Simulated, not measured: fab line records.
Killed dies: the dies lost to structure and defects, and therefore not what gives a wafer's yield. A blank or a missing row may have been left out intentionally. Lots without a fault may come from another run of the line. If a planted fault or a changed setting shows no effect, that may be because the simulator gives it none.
The same fault as seen by 3 desks ; flow nand_harc ; each desk has only its own numbers; what lay behind them comes last

AT THE METROLOGY DESK
Means of the sampled wafers that have a number, per lot and without regard to the tool the lot ran on: this is what the gauges read. The brackets show how far a lot's mean lies from the usual mean; more than 4 standard deviations puts the lot out of limits, marked OUT.
Columns: A = cd_nm at NHARC_A_M1_CD_MEAS_09, usual 119.4 nm; B = overlay_x_nm at NHARC_A_M1_OVL_MEAS_10, usual 0.1 nm; C = overlay_y_nm at NHARC_A_M1_OVL_MEAS_10, usual 0.0 nm; D = cd_nm at NHARC_A_M1_CD_MEAS_16, usual 119.0 nm
lot;first seen here;A;B;C;D
L961;day 23 12:29;119.8;0.2;-0.7;119.2
L962;day 25 20:30;118.1;0.0;0.4;117.6
L975;day 28 21:53;118.7;0.0;0.1;117.7
L973;day 29 02:07;118.4;0.1;-2.1;117.8
L979;day 31 12:02;119.0;0.3;0.3;118.5
L980;day 31 13:28;119.3;0.8;-0.1;119.5
This desk found nothing out of limits on any of the 6 lots.

THE TOOL OWNER'S DESK: rie_diel-06
The tool's own readings at NHARC_A_M1_ETCH_28 (etches the open film in CF4/N2, target depth 30 nm, time 72.99 s): means of the sampled wafers that have a number, for each lot that ran on this tool. The brackets show how far a lot's mean lies from the usual mean; more than 4 standard deviations puts the lot out of limits, marked OUT.
Columns: A = drypump_motor_current_A at NHARC_A_M1_ETCH_28, usual 5.6 A; B = oes_product_au at NHARC_A_M1_ETCH_28, usual 1.004 a.u.; C = rf_vpp_V at NHARC_A_M1_ETCH_28, usual 313.7 V; D = run_length_s at NHARC_A_M1_ETCH_28, usual 94.4 s; E = showerhead_plenum_p_Torr at NHARC_A_M1_ETCH_28, usual 2.60 Torr; F = throttle_valve_pct at NHARC_A_M1_ETCH_28, usual 19.793 %
lot;first seen here;A;B;C;D;E;F
L962;day 25 21:21;5.8;0.994;315.2;94.0;2.67;19.799
L975;day 28 22:54;5.8;1.000;314.3;82.4 (-27) OUT;2.67;19.800
L973;day 29 02:56;5.6;1.014;313.0;76.4 (-41) OUT;2.55;19.792
This desk's verdict: out of limits on L973, L975, starting with L975 at day 28 22:54 (run_length_s at NHARC_A_M1_ETCH_28). Within limits: L962.

THE DEFECT DESK
For each lot, the counts of the inspections along the route, averaged over the sampled wafers that have a number. The brackets show how far a lot's mean lies from the usual mean; more than 4 standard deviations puts the lot out of limits, marked OUT.
Columns: A = raw_defect_count at NHARC_A_M1_INSPECT_11, usual 83
lot;first seen here;A
L961;day 23 12:37;23
L962;day 25 20:37;159
L975;day 28 22:01;71
L973;day 29 02:14;80
L979;day 31 12:09;70
L980;day 31 13:35;72
This desk found nothing out of limits on any of the 6 lots.

TAKEN TOGETHER
The tool owner's desk had the chance to raise an alarm at day 28 22:54 on L973, L975.
At the metrology desk, nothing out of limits was observed.
Nothing out of limits was seen by the defect desk.
The metrology desk has L973, L975 on record, within its limits.
The defect desk has L973, L975 on record, within its limits.
All the named lots went through NHARC_A_M1_ETCH_28 on rie_diel-06.

WHAT THE SIMULATOR PUT IN
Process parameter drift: rie_diel-06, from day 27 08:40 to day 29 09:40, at NHARC_A_M1_ETCH_28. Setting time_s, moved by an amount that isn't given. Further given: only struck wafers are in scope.
Shown lots that were struck: L973, L975.
Time in hours from fault onset to the first out-of-limits reading at each desk: the tool owner's desk, 38.
